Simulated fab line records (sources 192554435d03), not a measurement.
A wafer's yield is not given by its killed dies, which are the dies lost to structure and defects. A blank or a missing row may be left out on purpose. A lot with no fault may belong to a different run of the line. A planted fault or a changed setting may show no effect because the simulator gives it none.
fab line records / flow n5_finfet / part 2 of 2: steps 26 to 31 of 31
record lots=5 wafers=15 last_day=17
route steps=1938 shown BEOL_M13@1704 BEOL_M14@1716
lots that met no fault: from a run of the same line without faults
start_h: hours from the record's opening day to when the first of the lot's shown wafers began / wait_h: time in hours since the lot's previous step / " same as the row above / L1.1+2: one row covering several wafers at once / - no value present, or no start provided / * or withheld: withheld / < > ~ a bound
route shown NAME@n: names a module that has steps shown in the file, with the first one's number in the route / usual: mean and standard deviation over wafers with no fault / same: alike in all rows / chamber/n: place in a boat / sites: each site's reading / _std_site: the standard deviation of these / _edge_site: inner sites' mean taken away from outer sites' mean / radius_mm: how far each site lies from the wafer's centre / mask NAME#n: copy n / behind: the tool/chamber that last shaped the wafer / hold: why the lot was held/for how many hours/how that ended / device: the transistor (n, p or np) that didn't switch / end of line: at the end of the route, the tests of the same wafers / step lacking rows: just its recipe / killed: not the wafer's yield, but the dies lost to structure and defects at the first sort / map: the dies of a wafer, with x for killed, . for not killed, _ for no die there
set.NAME: the run value of the setting; set.NAME@STEP: its run value at that earlier step / model.NAME: the simulator's own value behind a step, which no gauge read
a table for each step, a row for each wafer; lots at some steps of the route
services: a tool's chamber out of use, with start hour (start_h, from the record's first day; less than 0 if before it), hours out, and reason
## steps
# step N5_BEOL_M14_DESCUM_15
# recipe chemistry=O2 time_s=7.9 source_power_w=50 bias_power_w=20 pressure_mtorr=20 rf_frequency_hz=2.712e+07 temp_c=40 o2_flow_sccm=225
# usual drypump_motor_current_A=5.7/0.42 oes_product_au=0.80/0.085 rf_vpp_V=243.6/1.2 showerhead_plenum_p_Torr=2.11/0.065 throttle_valve_pct=20.29/0.21
# same time_s=7.9
lot.wafer=L074.2 tool=rie_diel-06 chamber=1 start_h=230.80 wait_h=0.1 drypump_motor_current_A=6.1 oes_product_au=0.67 rf_hours_counter_h=244 rf_vpp_V=242.2 showerhead_plenum_p_Torr=2.07 throttle_valve_pct=20.52
lot.wafer=L074.4 tool=rie_diel-06 chamber=3 start_h=230.80 wait_h=0.1 drypump_motor_current_A=5.8 oes_product_au=0.72 rf_hours_counter_h=211 rf_vpp_V=243.8 showerhead_plenum_p_Torr=2.04 throttle_valve_pct=20.43
lot.wafer=L074.6 tool=rie_diel-06 chamber=0 start_h=230.80 wait_h=0.1 drypump_motor_current_A=5.7 oes_product_au=0.75 rf_hours_counter_h=- rf_vpp_V=242.6 showerhead_plenum_p_Torr=2.06 throttle_valve_pct=19.98
lot.wafer=L081.2 tool=rie_diel-06 chamber=0 start_h=285.94 wait_h=0.1 drypump_motor_current_A=5.7 oes_product_au=0.74 rf_hours_counter_h=172 rf_vpp_V=246.2 showerhead_plenum_p_Torr=2.05 throttle_valve_pct=20.03
lot.wafer=L081.3 tool=rie_diel-06 chamber=1 start_h=285.94 wait_h=0.1 drypump_motor_current_A=6.1 oes_product_au=0.98 rf_hours_counter_h=3 rf_vpp_V=242.5 showerhead_plenum_p_Torr=2.07 throttle_valve_pct=20.14
lot.wafer=L081.4 tool=rie_diel-06 chamber=3 start_h=285.94 wait_h=0.1 drypump_motor_current_A=5.7 oes_product_au=0.70 rf_hours_counter_h=227 rf_vpp_V=243.8 showerhead_plenum_p_Torr=2.03 throttle_valve_pct=20.44
lot.wafer=L086.2 tool=rie_diel-04 chamber=1 start_h=322.40 wait_h=0.7 drypump_motor_current_A=5.1 oes_product_au=0.90 rf_hours_counter_h=25 rf_vpp_V=243.8 showerhead_plenum_p_Torr=2.13 throttle_valve_pct=20.60
lot.wafer=L086.4 tool=rie_diel-04 chamber=0 start_h=322.40 wait_h=0.7 drypump_motor_current_A=5.9 oes_product_au=0.84 rf_hours_counter_h=72 rf_vpp_V=242.1 showerhead_plenum_p_Torr=2.03 throttle_valve_pct=20.23
lot.wafer=L086.6 tool=rie_diel-04 chamber=3 start_h=322.40 wait_h=0.7 drypump_motor_current_A=5.4 oes_product_au=0.86 rf_hours_counter_h=- rf_vpp_V=242.5 showerhead_plenum_p_Torr=2.06 throttle_valve_pct=20.44
lot.wafer=L095.2 tool=rie_diel-05 chamber=3 start_h=366.51 wait_h=0.0 drypump_motor_current_A=5.6 oes_product_au=0.80 rf_hours_counter_h=83 rf_vpp_V=244.5 showerhead_plenum_p_Torr=2.21 throttle_valve_pct=20.37
lot.wafer=L095.4 tool=rie_diel-05 chamber=3 start_h=366.51 wait_h=0.0 drypump_motor_current_A=5.6 oes_product_au=0.79 rf_hours_counter_h=- rf_vpp_V=245.9 showerhead_plenum_p_Torr=2.21 throttle_valve_pct=20.38
lot.wafer=L095.5 tool=rie_diel-05 chamber=1 start_h=366.51 wait_h=0.0 drypump_motor_current_A=5.2 oes_product_au=0.87 rf_hours_counter_h=- rf_vpp_V=245.8 showerhead_plenum_p_Torr=2.12 throttle_valve_pct=20.30
lot.wafer=L093.4 tool=rie_diel-04 chamber=1 start_h=372.52 wait_h=0.0 drypump_motor_current_A=5.1 oes_product_au=0.89 rf_hours_counter_h=35 rf_vpp_V=244.4 showerhead_plenum_p_Torr=2.13 throttle_valve_pct=20.59
lot.wafer=L093.5 tool=rie_diel-04 chamber=1 start_h=372.52 wait_h=0.0 drypump_motor_current_A=5.1 oes_product_au=0.89 rf_hours_counter_h=- rf_vpp_V=244.4 showerhead_plenum_p_Torr=2.13 throttle_valve_pct=20.60
lot.wafer=L093.6 tool=rie_diel-04 chamber=2 start_h=372.52 wait_h=0.0 drypump_motor_current_A=4.8 oes_product_au=0.87 rf_hours_counter_h=- rf_vpp_V=244.6 showerhead_plenum_p_Torr=2.13 throttle_valve_pct=20.53
# step N5_BEOL_M14_ETCH_59
# recipe chemistry=N2/H2 target=BARC target_depth_a=890 overetch_a=267 time_s=67.9 ion_energy_ev=200 pressure_mtorr=30 source_w=840 bias_w=150 n2_flow_sccm=200 h2_flow_sccm=200
# usual bias_w=150.0/0.45 drypump_motor_current_A=5.7/0.42 oes_product_au=0.69/0.071 rf_vpp_V=524.7/2.1 showerhead_plenum_p_Torr=2.58/0.08 throttle_valve_pct=17.82/0.19
# same time_s=67.9
lot.wafer=L074.2 tool=rie_diel-06 chamber=1 start_h=230.84 wait_h=0.0 bias_w=150.1 drypump_motor_current_A=6.2 oes_product_au=0.60 rf_hours_counter_h=244 rf_vpp_V=522.7 showerhead_plenum_p_Torr=2.48 throttle_valve_pct=17.82
lot.wafer=L074.4 tool=rie_diel-06 chamber=3 start_h=230.84 wait_h=0.0 bias_w=150.2 drypump_motor_current_A=5.8 oes_product_au=0.62 rf_hours_counter_h=211 rf_vpp_V=522.4 showerhead_plenum_p_Torr=2.52 throttle_valve_pct=18.13
lot.wafer=L074.6 tool=rie_diel-06 chamber=0 start_h=230.84 wait_h=0.0 bias_w=149.2 drypump_motor_current_A=5.7 oes_product_au=0.65 rf_hours_counter_h=- rf_vpp_V=524.3 showerhead_plenum_p_Torr=2.55 throttle_valve_pct=17.75
lot.wafer=L081.2 tool=rie_diel-06 chamber=0 start_h=285.97 wait_h=0.0 bias_w=149.5 drypump_motor_current_A=5.7 oes_product_au=0.63 rf_hours_counter_h=172 rf_vpp_V=524.2 showerhead_plenum_p_Torr=2.54 throttle_valve_pct=17.78
lot.wafer=L081.3 tool=rie_diel-06 chamber=1 start_h=285.97 wait_h=0.0 bias_w=150.6 drypump_motor_current_A=6.2 oes_product_au=0.84 rf_hours_counter_h=3 rf_vpp_V=522.3 showerhead_plenum_p_Torr=2.47 throttle_valve_pct=17.35
lot.wafer=L081.4 tool=rie_diel-06 chamber=3 start_h=285.97 wait_h=0.0 bias_w=149.8 drypump_motor_current_A=5.8 oes_product_au=0.61 rf_hours_counter_h=227 rf_vpp_V=523.7 showerhead_plenum_p_Torr=2.51 throttle_valve_pct=18.15
lot.wafer=L086.2 tool=rie_diel-04 chamber=1 start_h=322.43 wait_h=0.0 bias_w=149.8 drypump_motor_current_A=5.1 oes_product_au=0.77 rf_hours_counter_h=25 rf_vpp_V=525.5 showerhead_plenum_p_Torr=2.58 throttle_valve_pct=17.88
lot.wafer=L086.4 tool=rie_diel-04 chamber=0 start_h=322.43 wait_h=0.0 bias_w=150.2 drypump_motor_current_A=5.9 oes_product_au=0.71 rf_hours_counter_h=72 rf_vpp_V=520.9 showerhead_plenum_p_Torr=2.49 throttle_valve_pct=17.82
lot.wafer=L086.6 tool=rie_diel-04 chamber=3 start_h=322.43 wait_h=0.0 bias_w=150.3 drypump_motor_current_A=5.4 oes_product_au=0.72 rf_hours_counter_h=- rf_vpp_V=522.4 showerhead_plenum_p_Torr=2.46 throttle_valve_pct=17.51
lot.wafer=L095.2 tool=rie_diel-05 chamber=3 start_h=366.55 wait_h=0.0 bias_w=150.1 drypump_motor_current_A=5.6 oes_product_au=0.70 rf_hours_counter_h=83 rf_vpp_V=527.8 showerhead_plenum_p_Torr=2.70 throttle_valve_pct=17.99
lot.wafer=L095.4 tool=rie_diel-05 chamber=3 start_h=366.55 wait_h=0.0 bias_w=150.2 drypump_motor_current_A=5.6 oes_product_au=0.69 rf_hours_counter_h=- rf_vpp_V=528.0 showerhead_plenum_p_Torr=2.70 throttle_valve_pct=17.98
lot.wafer=L095.5 tool=rie_diel-05 chamber=1 start_h=366.55 wait_h=0.0 bias_w=149.4 drypump_motor_current_A=5.2 oes_product_au=0.75 rf_hours_counter_h=- rf_vpp_V=523.8 showerhead_plenum_p_Torr=2.58 throttle_valve_pct=17.77
lot.wafer=L093.4 tool=rie_diel-04 chamber=1 start_h=372.55 wait_h=0.0 bias_w=149.4 drypump_motor_current_A=5.1 oes_product_au=0.76 rf_hours_counter_h=35 rf_vpp_V=526.0 showerhead_plenum_p_Torr=2.58 throttle_valve_pct=17.92
lot.wafer=L093.5 tool=rie_diel-04 chamber=1 start_h=372.55 wait_h=0.0 bias_w=148.9 drypump_motor_current_A=5.1 oes_product_au=0.76 rf_hours_counter_h=- rf_vpp_V=522.9 showerhead_plenum_p_Torr=2.58 throttle_valve_pct=17.91
lot.wafer=L093.6 tool=rie_diel-04 chamber=2 start_h=372.55 wait_h=0.0 bias_w=150.5 drypump_motor_current_A=4.8 oes_product_au=0.74 rf_hours_counter_h=- rf_vpp_V=524.9 showerhead_plenum_p_Torr=2.58 throttle_valve_pct=17.98
# step N5_BEOL_M14_VIA_ETCH_16
# recipe chemistry=C4F8/O2/Ar target=SiO2 he_inner_torr=15 he_outer_torr=30 target_depth_a=12313 time_s=withheld ion_energy_ev=800 pressure_mtorr=20 source_w=1905 bias_w=2040 Ar_flow_sccm=400 C4F8_flow_sccm=16 O2_flow_sccm=12 ends=cleared
# usual bias_w=2040/6.1 drypump_motor_current_A=5.7/0.42 oes_product_au=0.73/0.076 rf_vpp_V=2230/91 showerhead_plenum_p_Torr=3.48/0.08 throttle_valve_pct=30.8/0.3
lot.wafer=L074.2 tool=rie_diel-06 chamber=1 start_h=230.89 wait_h=0.0 bias_w=2032 drypump_motor_current_A=6.1 oes_product_au=0.60 rf_vpp_V=2295 showerhead_plenum_p_Torr=3.41 throttle_valve_pct=30.9
lot.wafer=L074.4 tool=rie_diel-06 chamber=3 start_h=230.89 wait_h=0.0 bias_w=2049 drypump_motor_current_A=5.8 oes_product_au=0.66 rf_vpp_V=2317 showerhead_plenum_p_Torr=3.43 throttle_valve_pct=31.3
lot.wafer=L074.6 tool=rie_diel-06 chamber=0 start_h=230.89 wait_h=0.0 bias_w=2041 drypump_motor_current_A=5.7 oes_product_au=0.67 rf_vpp_V=2365 showerhead_plenum_p_Torr=3.45 throttle_valve_pct=30.7
lot.wafer=L081.2 tool=rie_diel-06 chamber=0 start_h=286.02 wait_h=0.0 bias_w=2032 drypump_motor_current_A=5.7 oes_product_au=0.65 rf_vpp_V=2365 showerhead_plenum_p_Torr=3.44 throttle_valve_pct=30.7
lot.wafer=L081.3 tool=rie_diel-06 chamber=1 start_h=286.02 wait_h=0.0 bias_w=2049 drypump_motor_current_A=6.1 oes_product_au=0.88 rf_vpp_V=2293 showerhead_plenum_p_Torr=3.40 throttle_valve_pct=30.7
lot.wafer=L081.4 tool=rie_diel-06 chamber=3 start_h=286.02 wait_h=0.0 bias_w=2042 drypump_motor_current_A=5.8 oes_product_au=0.65 rf_vpp_V=2313 showerhead_plenum_p_Torr=3.42 throttle_valve_pct=31.3
lot.wafer=L086.2 tool=rie_diel-04 chamber=1 start_h=322.49 wait_h=0.0 bias_w=2038 drypump_motor_current_A=5.1 oes_product_au=0.84 rf_vpp_V=2169 showerhead_plenum_p_Torr=3.50 throttle_valve_pct=31.2
lot.wafer=L086.4 tool=rie_diel-04 chamber=0 start_h=322.49 wait_h=0.0 bias_w=2041 drypump_motor_current_A=5.9 oes_product_au=0.76 rf_vpp_V=2162 showerhead_plenum_p_Torr=3.35 throttle_valve_pct=30.7
lot.wafer=L086.6 tool=rie_diel-04 chamber=3 start_h=322.49 wait_h=0.0 bias_w=2043 drypump_motor_current_A=5.4 oes_product_au=0.78 rf_vpp_V=2212 showerhead_plenum_p_Torr=3.38 throttle_valve_pct=31.0
lot.wafer=L095.2 tool=rie_diel-05 chamber=3 start_h=366.60 wait_h=0.0 bias_w=2037 drypump_motor_current_A=5.6 oes_product_au=0.72 rf_vpp_V=2095 showerhead_plenum_p_Torr=3.57 throttle_valve_pct=30.6
lot.wafer=L095.4 tool=rie_diel-05 chamber=3 start_h=366.60 wait_h=0.0 bias_w=2034 drypump_motor_current_A=5.6 oes_product_au=0.72 rf_vpp_V=2093 showerhead_plenum_p_Torr=3.57 throttle_valve_pct=30.6
lot.wafer=L095.5 tool=rie_diel-05 chamber=1 start_h=366.60 wait_h=0.0 bias_w=2043 drypump_motor_current_A=5.2 oes_product_au=0.79 rf_vpp_V=2270 showerhead_plenum_p_Torr=3.49 throttle_valve_pct=30.8
lot.wafer=L093.4 tool=rie_diel-04 chamber=1 start_h=372.60 wait_h=0.0 bias_w=2033 drypump_motor_current_A=5.1 oes_product_au=0.82 rf_vpp_V=2171 showerhead_plenum_p_Torr=3.50 throttle_valve_pct=31.2
lot.wafer=L093.5 tool=rie_diel-04 chamber=1 start_h=372.60 wait_h=0.0 bias_w=2035 drypump_motor_current_A=5.1 oes_product_au=0.82 rf_vpp_V=2170 showerhead_plenum_p_Torr=3.50 throttle_valve_pct=31.2
lot.wafer=L093.6 tool=rie_diel-04 chamber=2 start_h=372.60 wait_h=0.0 bias_w=2040 drypump_motor_current_A=4.8 oes_product_au=0.78 rf_vpp_V=2275 showerhead_plenum_p_Torr=3.48 throttle_valve_pct=31.0
# step N5_BEOL_M14_STRIP_63
# recipe chemistry=O2 power_w=600 temp_c=60 pressure_mtorr=30 rf_frequency_hz=6e+07 bias_power_w=0 overash_fraction=0.3 o2_flow_sccm=225
# usual drypump_motor_current_A=5.7/0.42 oes_product_au=0.80/0.085 rf_vpp_V=3.6/0.81 showerhead_plenum_p_Torr=2.12/0.065 throttle_valve_pct=16.55/0.17
lot.wafer=L074.2 tool=rie_diel-06 chamber=1 start_h=- wait_h=- drypump_motor_current_A=6.2 oes_product_au=0.67 rf_hours_counter_h=244 rf_vpp_V=3.3 showerhead_plenum_p_Torr=2.08 throttle_valve_pct=16.80
lot.wafer=L074.4 tool=rie_diel-06 chamber=3 start_h=- wait_h=- drypump_motor_current_A=5.8 oes_product_au=0.72 rf_hours_counter_h=211 rf_vpp_V=3.0 showerhead_plenum_p_Torr=2.04 throttle_valve_pct=16.71
lot.wafer=L074.6 tool=rie_diel-06 chamber=0 start_h=- wait_h=- drypump_motor_current_A=5.7 oes_product_au=0.73 rf_hours_counter_h=- rf_vpp_V=2.8 showerhead_plenum_p_Torr=2.06 throttle_valve_pct=16.31
lot.wafer=L081.2 tool=rie_diel-06 chamber=0 start_h=- wait_h=- drypump_motor_current_A=5.7 oes_product_au=0.73 rf_hours_counter_h=172 rf_vpp_V=2.7 showerhead_plenum_p_Torr=2.06 throttle_valve_pct=16.37
lot.wafer=L081.3 tool=rie_diel-06 chamber=1 start_h=- wait_h=- drypump_motor_current_A=6.1 oes_product_au=0.98 rf_hours_counter_h=3 rf_vpp_V=3.3 showerhead_plenum_p_Torr=2.07 throttle_valve_pct=16.32
lot.wafer=L081.4 tool=rie_diel-06 chamber=3 start_h=- wait_h=- drypump_motor_current_A=5.8 oes_product_au=0.71 rf_hours_counter_h=228 rf_vpp_V=4.8 showerhead_plenum_p_Torr=2.04 throttle_valve_pct=16.77
lot.wafer=L086.2 tool=rie_diel-04 chamber=1 start_h=- wait_h=- drypump_motor_current_A=5.1 oes_product_au=0.91 rf_hours_counter_h=25 rf_vpp_V=3.1 showerhead_plenum_p_Torr=2.14 throttle_valve_pct=16.70
lot.wafer=L086.4 tool=rie_diel-04 chamber=0 start_h=- wait_h=- drypump_motor_current_A=5.9 oes_product_au=0.85 rf_hours_counter_h=72 rf_vpp_V=3.3 showerhead_plenum_p_Torr=2.04 throttle_valve_pct=16.47
lot.wafer=L086.6 tool=rie_diel-04 chamber=3 start_h=- wait_h=- drypump_motor_current_A=5.4 oes_product_au=0.86 rf_hours_counter_h=- rf_vpp_V=4.0 showerhead_plenum_p_Torr=2.06 throttle_valve_pct=16.65
lot.wafer=L095.2 tool=rie_diel-05 chamber=3 start_h=- wait_h=- drypump_motor_current_A=5.6 oes_product_au=0.81 rf_hours_counter_h=83 rf_vpp_V=3.3 showerhead_plenum_p_Torr=2.21 throttle_valve_pct=16.59
lot.wafer=L095.4 tool=rie_diel-05 chamber=3 start_h=- wait_h=- drypump_motor_current_A=5.6 oes_product_au=0.79 rf_hours_counter_h=- rf_vpp_V=4.2 showerhead_plenum_p_Torr=2.21 throttle_valve_pct=16.57
lot.wafer=L095.5 tool=rie_diel-05 chamber=1 start_h=- wait_h=- drypump_motor_current_A=5.2 oes_product_au=0.88 rf_hours_counter_h=- rf_vpp_V=2.9 showerhead_plenum_p_Torr=2.13 throttle_valve_pct=16.55
lot.wafer=L093.4 tool=rie_diel-04 chamber=1 start_h=- wait_h=- drypump_motor_current_A=5.1 oes_product_au=0.89 rf_hours_counter_h=35 rf_vpp_V=2.7 showerhead_plenum_p_Torr=2.13 throttle_valve_pct=16.73
lot.wafer=L093.5 tool=rie_diel-04 chamber=1 start_h=- wait_h=- drypump_motor_current_A=5.1 oes_product_au=0.89 rf_hours_counter_h=- rf_vpp_V=2.3 showerhead_plenum_p_Torr=2.13 throttle_valve_pct=16.76
lot.wafer=L093.6 tool=rie_diel-04 chamber=2 start_h=- wait_h=- drypump_motor_current_A=4.8 oes_product_au=0.87 rf_hours_counter_h=- rf_vpp_V=2.6 showerhead_plenum_p_Torr=2.14 throttle_valve_pct=16.70
# step N5_BEOL_M14_STRIP_64
# recipe chemistry=O2 power_w=600 temp_c=60 pressure_mtorr=30 rf_frequency_hz=6e+07 bias_power_w=0 overash_fraction=0.3 o2_flow_sccm=225
# usual drypump_motor_current_A=5.7/0.42 oes_product_au=0.80/0.085 rf_vpp_V=3.6/0.5 showerhead_plenum_p_Torr=2.12/0.065 throttle_valve_pct=16.54/0.17
lot.wafer=L074.2 tool=rie_diel-06 chamber=1 start_h=- wait_h=- drypump_motor_current_A=6.1 oes_product_au=0.67 rf_hours_counter_h=244 rf_vpp_V=3.4 showerhead_plenum_p_Torr=2.08 throttle_valve_pct=16.81
lot.wafer=L074.4 tool=rie_diel-06 chamber=3 start_h=- wait_h=- drypump_motor_current_A=5.8 oes_product_au=0.71 rf_hours_counter_h=211 rf_vpp_V=3.9 showerhead_plenum_p_Torr=2.04 throttle_valve_pct=16.71
lot.wafer=L074.6 tool=rie_diel-06 chamber=0 start_h=- wait_h=- drypump_motor_current_A=5.8 oes_product_au=0.75 rf_hours_counter_h=- rf_vpp_V=3.6 showerhead_plenum_p_Torr=2.06 throttle_valve_pct=16.32
lot.wafer=L081.2 tool=rie_diel-06 chamber=0 start_h=- wait_h=- drypump_motor_current_A=5.7 oes_product_au=0.73 rf_hours_counter_h=172 rf_vpp_V=3.3 showerhead_plenum_p_Torr=2.05 throttle_valve_pct=16.37
lot.wafer=L081.3 tool=rie_diel-06 chamber=1 start_h=- wait_h=- drypump_motor_current_A=6.1 oes_product_au=0.98 rf_hours_counter_h=3 rf_vpp_V=3.2 showerhead_plenum_p_Torr=2.07 throttle_valve_pct=16.33
lot.wafer=L081.4 tool=rie_diel-06 chamber=3 start_h=- wait_h=- drypump_motor_current_A=5.8 oes_product_au=0.71 rf_hours_counter_h=228 rf_vpp_V=3.4 showerhead_plenum_p_Torr=2.04 throttle_valve_pct=16.76
lot.wafer=L086.2 tool=rie_diel-04 chamber=1 start_h=- wait_h=- drypump_motor_current_A=5.1 oes_product_au=0.90 rf_hours_counter_h=25 rf_vpp_V=4.0 showerhead_plenum_p_Torr=2.14 throttle_valve_pct=16.72
lot.wafer=L086.4 tool=rie_diel-04 chamber=0 start_h=- wait_h=- drypump_motor_current_A=5.9 oes_product_au=0.84 rf_hours_counter_h=72 rf_vpp_V=3.7 showerhead_plenum_p_Torr=2.04 throttle_valve_pct=16.47
lot.wafer=L086.6 tool=rie_diel-04 chamber=3 start_h=- wait_h=- drypump_motor_current_A=5.4 oes_product_au=0.85 rf_hours_counter_h=- rf_vpp_V=3.3 showerhead_plenum_p_Torr=2.06 throttle_valve_pct=16.63
lot.wafer=L095.2 tool=rie_diel-05 chamber=3 start_h=- wait_h=- drypump_motor_current_A=5.6 oes_product_au=0.81 rf_hours_counter_h=83 rf_vpp_V=3.1 showerhead_plenum_p_Torr=2.21 throttle_valve_pct=16.58
lot.wafer=L095.4 tool=rie_diel-05 chamber=3 start_h=- wait_h=- drypump_motor_current_A=5.6 oes_product_au=0.80 rf_hours_counter_h=- rf_vpp_V=3.4 showerhead_plenum_p_Torr=2.21 throttle_valve_pct=16.57
lot.wafer=L095.5 tool=rie_diel-05 chamber=1 start_h=- wait_h=- drypump_motor_current_A=5.2 oes_product_au=0.88 rf_hours_counter_h=- rf_vpp_V=4.6 showerhead_plenum_p_Torr=2.13 throttle_valve_pct=16.54
lot.wafer=L093.4 tool=rie_diel-04 chamber=1 start_h=- wait_h=- drypump_motor_current_A=5.1 oes_product_au=0.89 rf_hours_counter_h=35 rf_vpp_V=3.4 showerhead_plenum_p_Torr=2.13 throttle_valve_pct=16.74
lot.wafer=L093.5 tool=rie_diel-04 chamber=1 start_h=- wait_h=- drypump_motor_current_A=5.1 oes_product_au=0.89 rf_hours_counter_h=- rf_vpp_V=2.9 showerhead_plenum_p_Torr=2.13 throttle_valve_pct=16.74
lot.wafer=L093.6 tool=rie_diel-04 chamber=2 start_h=- wait_h=- drypump_motor_current_A=4.8 oes_product_au=0.87 rf_hours_counter_h=- rf_vpp_V=3.9 showerhead_plenum_p_Torr=2.14 throttle_valve_pct=16.71
# step N5_BEOL_M14_STRIP_71
# recipe chemistry=post_etch_residue_remover time_s=60 temp_c=25 remover_ph=withheld remover_water_wt_pct=withheld remover_fluoride_wt_pct=withheld
# same time_s=60
lot.wafer=L074.2+4+6 tool=wet_bench-04 chamber=3,1,4 start_h=231.18 wait_h=-
lot.wafer=L081.2+3+4 tool=wet_bench-02 chamber=4,0,6 start_h=286.31 wait_h=-
lot.wafer=L086.2+4+6 tool=wet_bench-02 chamber=4,0,7 start_h=322.78 wait_h=-
lot.wafer=L095.2+4+5 tool=wet_bench-02 chamber=1,7,0 start_h=366.89 wait_h=-
lot.wafer=L093.4+5+6 tool=wet_bench-02 chamber=2,6,5 start_h=372.89 wait_h=-
## services
tool=krf_scanner-02 chamber=- start_h=206.30 hours=0.8 kind=pm
tool=rie_diel-06 chamber=0 start_h=207.22 hours=4.4 kind=repair
tool=pecvd-04 chamber=1 start_h=209.48 hours=10.2 kind=repair
tool=rie_diel-04 chamber=2 start_h=217.90 hours=5.7 kind=repair
tool=krf_scanner-02 chamber=- start_h=222.81 hours=11.6 kind=pm
tool=pecvd-02 chamber=- start_h=225.45 hours=14.6 kind=pm
tool=pecvd-01 chamber=0 start_h=226.24 hours=23.5 kind=repair
tool=rie_diel-05 chamber=0 start_h=230.90 hours=5.1 kind=repair
tool=pecvd-01 chamber=2 start_h=233.26 hours=6.5 kind=repair
tool=pecvd-01 chamber=- start_h=237.10 hours=5.5 kind=pm
tool=rie_diel-06 chamber=3 start_h=245.02 hours=16.7 kind=repair
tool=pecvd-01 chamber=- start_h=246.30 hours=0.3 kind=repair
tool=pvd_sputter-01 chamber=- start_h=252.79 hours=1.5 kind=repair
tool=pecvd-04 chamber=1 start_h=256.77 hours=2.0 kind=repair
tool=krf_scanner-02 chamber=- start_h=263.90 hours=1.3 kind=pm
tool=pecvd-01 chamber=- start_h=265.34 hours=11.7 kind=repair
tool=pecvd-04 chamber=- start_h=288.42 hours=0.8 kind=repair
tool=rie_diel-06 chamber=2 start_h=302.78 hours=3.3 kind=repair
tool=pecvd-02 chamber=2 start_h=305.69 hours=20.6 kind=repair
tool=rie_diel-04 chamber=3 start_h=307.04 hours=5.2 kind=repair
tool=krf_scanner-02 chamber=- start_h=321.50 hours=1.0 kind=pm
tool=rie_diel-04 chamber=1 start_h=324.53 hours=5.2 kind=repair
tool=rie_diel-05 chamber=2 start_h=336.31 hours=4.8 kind=repair
tool=wet_bench-02 chamber=- start_h=337.91 hours=2.9 kind=repair
